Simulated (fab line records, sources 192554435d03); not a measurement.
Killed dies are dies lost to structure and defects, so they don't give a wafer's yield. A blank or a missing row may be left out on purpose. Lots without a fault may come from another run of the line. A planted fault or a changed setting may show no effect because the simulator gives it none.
fab line records | flow n5_finfet | part 2 of 2: steps 5 to 6 of 6
record lots=24 wafers=72 last_day=18
route steps=1938 shown BEOL_M7@1284 BEOL_M8@1336
lots that met no fault: from a run of the same line without faults
start_h: hours from the record's first day to the start of the lot's first wafer shown | wait_h: hours since the lot's step before | " the same as in the row above | L1.1+2: a row that stands for several wafers | - no value, or no start given | * or withheld: withheld | < > ~ a bound
route shown NAME@n: a module of which the file shows steps, and the number in the route of the first | usual: mean/standard deviation of fault-free wafers | same: alike in all rows | chamber/n: place in a boat | sites: the reading at each site | _std_site: their standard deviation | _edge_site: outer sites' mean less inner sites' | radius_mm: how far each site lies from the wafer's centre | mask NAME#n: copy n | behind: the tool/chamber that last shaped the wafer | hold: why the lot was held/for how many hours/how that ended | device: the transistor (n, p or np) that didn't switch | end of line: the same wafers' tests at the end of the route | a step without rows: its recipe alone | killed: dies lost to structure and defects at the first sort, not the wafer's yield | map: a wafer's dies, x killed, . not, _ none there
set.NAME: the setting as run; set.NAME@STEP: as run at that earlier step | model.NAME: the simulator's own value behind a step, which no gauge read
steps of the route over a sample of lots; a table a step, a row a wafer
services: from which hour (start_h, from the record's first day; less than 0 if before it) a tool's chamber was out of use, for how many hours, and why
## steps
# step N5_BEOL_M8_DESCUM_16
# recipe chemistry=O2 time_s=7.9 source_power_w=50 bias_power_w=20 pressure_mtorr=20 rf_frequency_hz=2.712e+07 temp_c=40 resist=CAR-ArF o2_flow_sccm=225
# usual drypump_motor_current_A=5.8/0.45 oes_product_au=0.85/0.073 rf_vpp_V=243.4/1.1 showerhead_plenum_p_Torr=2.10/0.053 temp_c=39.99/0.11 throttle_valve_pct=20.35/0.2
# columns lot.wafer tool chamber start_h wait_h drypump_motor_current_A oes_product_au rf_hours_counter_h rf_vpp_V showerhead_plenum_p_Torr temp_c throttle_valve_pct
L076.1 rie_diel-03 1 197.61 0.6 6.0 0.84 50 243.9 2.04 40.10 20.42
L076.4 " 2 " " 5.3 0.88 34 243.7 2.13 39.94 20.38
L076.6 " 1 " " 6.0 0.85 - 241.6 2.04 39.90 20.41
L074.2 rie_diel-03 3 197.87 0.6 5.8 0.95 12 243.4 2.05 39.89 20.02
L074.3 " 0 " " 5.9 0.93 23 243.8 2.14 40.13 20.48
L074.6 " 0 " " 5.9 0.92 - 243.9 2.14 39.90 20.48
L075.2 rie_diel-03 0 206.27 0.0 5.9 0.92 26 244.1 2.14 40.11 20.48
L075.5 " 1 " " 6.0 0.85 - 244.1 2.04 39.69 20.41
L075.6 " 0 " " 5.9 0.92 - 245.1 2.14 39.97 20.49
L078.1 rie_diel-01 2 206.93 0.0 5.3 0.68 248 242.9 2.05 39.99 20.59
L078.3 " 0 " " 6.7 0.95 7 245.0 2.15 39.98 20.27
L078.5 " 3 " " 5.5 0.70 - 243.0 2.07 40.05 20.64
L077.2 rie_diel-01 2 207.69 0.1 5.3 0.68 249 241.2 2.05 39.94 20.60
L077.5 " 3 " " 5.5 0.70 - 241.9 2.07 40.05 20.60
L077.6 " 0 " " 6.7 0.95 - 243.9 2.15 39.83 20.28
L079.1 rie_diel-01 0 220.79 0.1 6.7 0.93 14 244.3 2.15 40.00 20.28
L079.2 " 3 " " 5.4 0.69 241 243.0 2.06 39.98 20.62
L079.4 " 0 " " 6.7 0.93 - 245.2 2.15 39.92 20.26
L080.1 rie_diel-06 0 235.11 0.0 5.2 0.77 157 244.8 2.15 39.99 20.30
L080.3 " 3 " " 5.7 0.74 199 243.9 2.06 40.08 20.78
L080.4 " 1 " " 6.0 0.86 56 243.4 2.24 39.91 20.33
L081.1 rie_diel-01 0 242.68 0.3 6.7 0.91 21 242.2 2.15 39.97 20.30
L081.3 " 3 " " 5.5 0.69 249 242.8 2.06 40.11 20.63
L081.5 " 0 " " 6.7 0.91 - 243.0 2.15 39.82 20.30
L082.2 rie_diel-06 3 243.16 0.6 5.7 0.73 202 243.1 2.06 39.92 20.78
L082.4 " 2 " " 5.5 0.94 14 242.7 2.14 39.97 20.24
L082.6 " 1 " " 6.0 0.86 - 245.4 2.23 39.96 20.32
L083.1 rie_diel-03 0 252.80 0.2 5.8 0.88 42 245.0 2.13 39.99 20.53
L083.5 " 3 " " 5.7 0.89 - 244.0 2.04 39.71 20.04
L083.6 " 0 " " 5.8 0.88 - 243.2 2.13 39.84 20.52
L084.3 rie_diel-01 0 262.11 0.1 6.7 0.89 30 244.8 2.15 39.94 20.31
L084.4 " 0 " " 6.7 0.90 - 244.4 2.15 39.90 20.31
L084.5 " 1 " " 6.4 0.81 - 240.5 2.10 40.03 20.04
L085.1 rie_diel-03 0 271.27 0.2 5.9 0.87 48 244.3 2.13 39.99 20.51
L085.4 " 2 " " 5.3 0.85 - 244.0 2.12 40.11 20.42
L085.5 " 3 " " 5.8 0.89 - 242.2 2.04 40.00 20.05
L086.1 rie_diel-03 2 274.44 0.2 5.3 0.85 59 244.4 2.12 40.00 20.43
L086.2 " 0 " " 5.9 0.86 49 243.9 2.13 40.04 20.53
L086.5 " 3 " " 5.7 0.88 - 242.5 2.04 40.03 20.07
L087.3 rie_diel-01 0 280.14 0.0 6.7 0.88 36 242.8 2.14 40.10 20.31
L087.4 " 1 " " 6.4 0.81 108 242.7 2.09 39.93 20.03
L087.6 " 3 " " 5.4 0.98 - 243.7 2.06 40.07 20.27
L088.2 rie_diel-06 0 280.49 0.2 5.1 0.76 172 244.8 2.15 39.95 20.32
L088.3 " 1 " " 6.1 0.84 71 244.9 2.23 40.02 20.35
L088.5 " 2 " " 5.6 0.90 - 243.3 2.13 39.86 20.26
L089.1 rie_diel-06 3 290.10 0.7 5.7 0.73 218 242.1 2.06 40.23 20.82
L089.2 " 2 " " 5.6 0.90 29 243.2 2.13 39.77 20.27
L089.4 " 1 " " 6.0 0.85 75 245.4 2.23 39.93 20.36
L091.1 rie_diel-06 2 303.60 0.0 5.5 0.89 37 243.9 2.13 40.09 20.29
L091.3 " 1 " " 6.1 0.83 81 244.2 2.23 40.17 20.36
L091.4 " 3 " " 5.7 0.72 224 242.6 2.06 40.11 20.81
L090.3 rie_diel-01 1 303.91 0.0 6.4 0.81 111 243.7 2.09 39.95 20.05
L090.4 " 0 " " 6.7 0.88 39 243.8 2.14 39.89 20.32
L090.6 " 3 " " 5.5 0.97 - 242.9 2.06 39.87 20.29
L092.2 rie_diel-03 1 307.97 0.5 6.0 0.79 88 241.9 2.02 40.11 20.45
L092.4 " 3 " " 5.7 0.86 52 242.4 2.03 39.93 20.09
L092.6 " 0 " " 5.8 0.85 - 243.4 2.12 40.01 20.55
L093.2 rie_diel-03 2 325.67 0.0 5.3 0.83 82 243.0 2.11 40.17 20.44
L093.5 " 0 " " 5.8 0.85 - 243.6 2.12 39.96 20.56
L093.6 " 3 " " 5.8 0.87 - 242.1 2.03 39.96 20.11
L096.2 rie_diel-01 2 328.91 0.0 5.3 0.88 32 242.2 2.04 40.08 20.23
L096.3 " 3 " " 5.5 0.93 17 242.4 2.06 39.96 20.30
L096.4 " 1 " " 6.4 0.80 120 243.5 2.09 40.09 20.05
L095.1 rie_diel-03 2 332.31 0.0 5.4 0.81 84 244.1 2.11 40.03 20.47
L095.3 " 0 " " 5.9 0.85 69 244.5 2.12 39.95 20.56
L095.4 " 3 " " 5.7 0.87 61 244.3 2.03 40.04 20.10
L094.1 rie_diel-01 1 332.47 0.0 6.4 0.80 121 243.9 2.09 39.98 20.06
L094.4 " 3 " " 5.5 0.93 19 242.4 2.06 40.04 20.31
L094.6 " 3 " " 5.5 0.94 - 242.9 2.06 39.95 20.28
L097.1 rie_diel-06 2 353.53 0.1 5.6 0.87 52 245.2 2.12 39.73 20.31
L097.2 " 1 " " 6.0 0.80 96 244.7 2.22 39.93 20.39
L097.6 " 2 " " 5.5 0.87 - 242.8 2.12 39.96 20.32
# step N5_BEOL_M8_CD_MEAS_28
# recipe target_cd_nm=40 landing_energy_ev=500 detector=se_inlens
# usual cd_nm=40.06/0.24
# columns lot.wafer tool chamber start_h wait_h cd_nm
L074.2 cd_sem-01 0 198.85 - 40.08
L074.3 " 0 " " 40.21
L074.6 " 0 " " 40.23
L076.1 cd_sem-03 0 199.02 - 40.12
L076.4 " 0 " " 39.79
L076.6 " 0 " " 40.05
L075.2 cd_sem-01 0 207.03 - 40.11
L075.5 " 0 " " 40.19
L075.6 " 0 " " 40.19
L078.1 cd_sem-03 0 207.87 - 40.22
L078.3 " 0 " " 40.42
L078.5 " 0 " " 40.25
L077.2 cd_sem-02 0 208.59 - 40.02
L077.5 " 0 " " 39.64
L077.6 " 0 " " 40.06
L079.1 cd_sem-03 0 222.38 - 39.82
L079.2 " 0 " " 39.89
L079.4 " 0 " " 39.98
L080.1 cd_sem-02 0 236.91 - 39.92
L080.3 " 0 " " 39.95
L080.4 " 0 " " 40.04
L081.1 cd_sem-03 0 245.06 - 39.83
L081.3 " 0 " " 39.72
L081.5 " 0 " " 40.02
L082.2 cd_sem-03 0 245.40 - 39.74
L082.4 " 0 " " 39.94
L082.6 " 0 " " 39.99
L083.1 cd_sem-01 0 257.03 - 40.09
L083.5 " 0 " " 39.69
L083.6 " 0 " " 40.06
L084.3 cd_sem-03 0 264.32 - 39.81
L084.4 " 0 " " 39.87
L084.5 " 0 " " 39.80
L085.1 cd_sem-02 0 274.01 - 40.52
L085.4 " 0 " " 40.23
L085.5 " 0 " " 40.02
L086.1 cd_sem-02 0 275.21 - 40.27
L086.2 " 0 " " 39.88
L086.5 " 0 " " 40.26
L087.3 cd_sem-01 0 281.11 - 40.06
L087.4 " 0 " " 39.92
L087.6 " 0 " " 39.68
L088.2 cd_sem-02 0 283.34 - 39.95
L088.3 " 0 " " 39.78
L088.5 " 0 " " 39.63
L089.1 cd_sem-01 0 291.60 - 39.93
L089.2 " 0 " " 40.35
L089.4 " 0 " " 40.05
L091.1 cd_sem-02 0 305.60 - 40.11
L091.3 " 0 " " 40.18
L091.4 " 0 " " 40.38
L090.3 cd_sem-02 0 307.09 - 40.27
L090.4 " 0 " " 39.93
L090.6 " 0 " " 40.05
L092.2 cd_sem-01 0 308.83 - 40.15
L092.4 " 0 " " 40.10
L092.6 " 0 " " 39.91
L093.2 cd_sem-01 0 326.48 - 40.46
L093.5 " 0 " " 40.26
L093.6 " 0 " " 40.46
L096.2 cd_sem-01 0 330.99 - 40.43
L096.3 " 0 " " 39.78
L096.4 " 0 " " 40.04
L095.1 cd_sem-03 0 333.58 - 40.53
L095.3 " 0 " " 40.26
L095.4 " 0 " " 40.06
L094.1 cd_sem-03 0 335.03 - 40.20
L094.4 " 0 " " 39.89
L094.6 " 0 " " 40.26
L097.1 cd_sem-03 0 356.54 - 40.34
L097.2 " 0 " " 40.34
L097.6 " 0 " " 39.92
## services
# columns tool chamber start_h hours kind
rie_diel-04 0 184.42 - clean
rie_diel-04 0 184.42 - consumable_replace:esc
rie_diel-04 0 184.42 - consumable_replace:focus_ring
rie_diel-04 0 184.42 36.4 scheduled_down
rie_diel-04 0 184.42 36.4 vent_cycle
rie_metal-03 0 213.09 4.3 repair
rie_metal-01 1 217.82 15.9 repair
rie_diel-04 1 220.95 - clean
rie_diel-04 1 220.95 - consumable_replace:focus_ring
rie_diel-04 1 220.95 21.6 scheduled_down
rie_diel-04 1 220.95 21.6 vent_cycle
rie_diel-03 - 221.21 0.3 repair
rie_metal-03 1 245.22 17.3 repair
rie_metal-03 0 262.53 - clean
rie_metal-03 0 262.53 29.8 scheduled_down
rie_metal-03 0 262.53 29.8 vent_cycle
rie_diel-03 1 267.61 8.5 repair
rie_diel-01 - 282.13 15.6 pm
rie_diel-03 0 288.61 3.7 repair
pvd_sputter-01 - 310.44 9.1 repair
rie_diel-06 - 319.09 2.8 pm
rie_diel-02 0 324.30 6.3 repair
pvd_sputter-03 - 336.33 4.2 repair
rie_diel-06 3 347.85 6.3 repair
